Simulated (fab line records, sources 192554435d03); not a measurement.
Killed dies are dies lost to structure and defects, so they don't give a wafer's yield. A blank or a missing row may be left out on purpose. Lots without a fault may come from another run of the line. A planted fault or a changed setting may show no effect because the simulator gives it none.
Chamber matching | flow n5_finfet | N5_PASSIVATION_PASS_ETCH_74 on rie_diel-06: 4 sister chambers
The step etches SiNx in CF4/O2, target depth 220 nm, time 110 s. 30 wafers are shown with their chamber, then 12 later ones without.

WAFERS WITH THEIR CHAMBER
wafer  | chamber | drypump_motor_current_A (A) | showerhead_plenum_p_Torr (Torr) | throttle_valve_pct (%)
L076.3 | 1       | 5.4                         | 2.18                            | 16.14
L076.4 | 0       | 6.4                         | 2.30                            | 15.73
L076.6 | 1       | 5.4                         | 2.18                            | 16.14
L077.2 | 3       | 5.5                         | 2.19                            | 16.13
L077.4 | 2       | 6.5                         | 2.17                            | 15.65
L077.5 | 1       | 5.4                         | 2.18                            | 16.15
L079.1 | 2       | 6.5                         | 2.17                            | 15.68
L079.2 | 0       | 6.4                         | 2.30                            | 15.76
L079.6 | 2       | 6.5                         | 2.17                            | 15.66
L082.2 | 1       | 5.4                         | 2.18                            | 16.14
L082.3 | 2       | 6.5                         | 2.16                            | 15.66
L082.4 | 0       | 6.3                         | 2.30                            | 15.74
L081.2 | 1       | 5.4                         | 2.18                            | 16.14
L081.3 | 2       | 6.5                         | 2.16                            | 15.67
L081.5 | 3       | 5.5                         | 2.19                            | 16.15
L084.1 | 2       | 6.5                         | 2.16                            | 15.67
L084.2 | 1       | 5.4                         | 2.18                            | 16.15
L084.4 | 3       | 5.4                         | 2.19                            | 16.17
L095.2 | 1       | 5.4                         | 2.17                            | 16.20
L095.5 | 1       | 5.4                         | 2.17                            | 16.20
L095.6 | 0       | 6.3                         | 2.29                            | 15.82
L094.3 | 2       | 6.5                         | 2.15                            | 15.71
L094.4 | 1       | 5.4                         | 2.17                            | 16.21
L094.5 | 2       | 6.5                         | 2.15                            | 15.73
L090.1 | 0       | 6.4                         | 2.29                            | 15.81
L090.3 | 3       | 5.4                         | 2.18                            | 16.19
L090.6 | 0       | 6.3                         | 2.29                            | 15.81
L085.2 | 2       | 6.5                         | 2.15                            | 15.72
L085.4 | 1       | 5.4                         | 2.17                            | 16.21
L085.6 | 0       | 6.4                         | 2.29                            | 15.81

SIGNATURES (means of the wafers above)
reading                  | chamber 0 | chamber 1 | chamber 2 | chamber 3 | scatter within a chamber
drypump_motor_current_A  | 6.357     | 5.400     | 6.500     | 5.450     | 0.0323
showerhead_plenum_p_Torr | 2.2943    | 2.1760    | 2.1600    | 2.1875    | 0.00646
throttle_valve_pct       | 15.7829   | 16.1680   | 15.6833   | 16.1600   | 0.0322
Rule: a wafer's distance from a chamber is the root of the sum, over the readings, of the square of ((its reading less the chamber's mean) divided by the reading's scatter). The wafer belongs to the nearest chamber; if the next one is less than 2 further off, it can't be placed. The scatter: the root of (the sum of the squares of (reading less its chamber's mean) over the shown wafers, divided by (wafers less chambers)).

WAFERS WITHOUT THEIR CHAMBER
wafer  | drypump_motor_current_A (A) | showerhead_plenum_p_Torr (Torr) | throttle_valve_pct (%)
L089.3 | 6.5                         | 2.15                            | 15.72
L089.5 | 5.5                         | 2.18                            | 16.20
L089.6 | 6.5                         | 2.15                            | 15.74
L096.1 | 5.4                         | 2.18                            | 16.22
L096.4 | 6.4                         | 2.28                            | 15.82
L096.5 | 5.4                         | 2.18                            | 16.22
L086.3 | 6.5                         | 2.15                            | 15.75
L086.4 | 6.5                         | 2.15                            | 15.74
L086.5 | 6.4                         | 2.28                            | 15.83
L097.1 | 6.5                         | 2.15                            | 15.73
L097.3 | 6.4                         | 2.28                            | 15.86
L097.6 | 6.4                         | 2.28                            | 15.85

WHICH CHAMBER EACH WENT THROUGH
wafer  | from the rows above     | in truth
L089.3 | 2                       | 2
L089.5 | can't be placed: 3 or 1 | 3
L089.6 | 2                       | 2
L096.1 | can't be placed: 1 or 3 | 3
L096.4 | 0                       | 0
L096.5 | can't be placed: 1 or 3 | 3
L086.3 | 2                       | 2
L086.4 | 2                       | 2
L086.5 | 0                       | 0
L097.1 | 2                       | 2
L097.3 | 0                       | 0
L097.6 | 0                       | 0
Placed correctly: 9 of 12. Can't be placed from these rows: 3 (the true chamber is among the candidates in 3). Placed wrongly: 0.
